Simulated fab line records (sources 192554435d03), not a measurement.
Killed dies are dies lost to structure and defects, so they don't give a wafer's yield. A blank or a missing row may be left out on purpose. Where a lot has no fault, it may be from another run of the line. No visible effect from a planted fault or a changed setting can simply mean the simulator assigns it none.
Chamber matching | flow n5-finfet | N5_FIN_CUT_ETCH_21 on rie-diel-03: 4 sister chambers
The step etches SOC in N2/H2, target depth 219 nm, overetch 43.8 nm, time 523.5 s. 4 wafers are shown with their chamber, then 7 later ones without.

## WAFERS PAIRED WITH THEIR CHAMBERS
wafer  | chamber | showerhead-plenum-p-Torr (Torr)
L082.4 | 1       | 2.48
L082.6 | 3       | 2.62
L092.1 | 2       | 2.40
L092.3 | 0       | 2.71

## WAFERS WITH NO CHAMBER GIVEN
wafer  | showerhead-plenum-p-Torr (Torr)
L092.6 | 2.71
L093.1 | 2.40
L093.3 | 2.48
L093.5 | 2.71
L097.2 | 2.40
L097.3 | 2.71
L097.4 | 2.61

## THE CHAMBER EACH PASSED THROUGH
wafer  | from the rows above | in truth
L092.6 | 0                   | 0
L093.1 | 2                   | 2
L093.3 | 1                   | 1
L093.5 | 0                   | 0
L097.2 | 2                   | 2
L097.3 | 0                   | 0
L097.4 | 3                   | 3
7 of 7 placed correctly. Not placeable from these rows: 0. Wrongly placed: 0.
How it was worked out, from the rows above alone: a wafer's distance from a chamber is the root of the sum, over the readings, of the square of ((its reading less the chamber's mean) divided by the reading's scatter). The wafer belongs to the nearest chamber; if the next one is less than 2 further off, it can't be placed. A chamber's mean is the mean of its shown wafers. The scatter: with one shown wafer a chamber, the root of the mean of the squares of how far each hidden wafer lies from its nearest shown one.
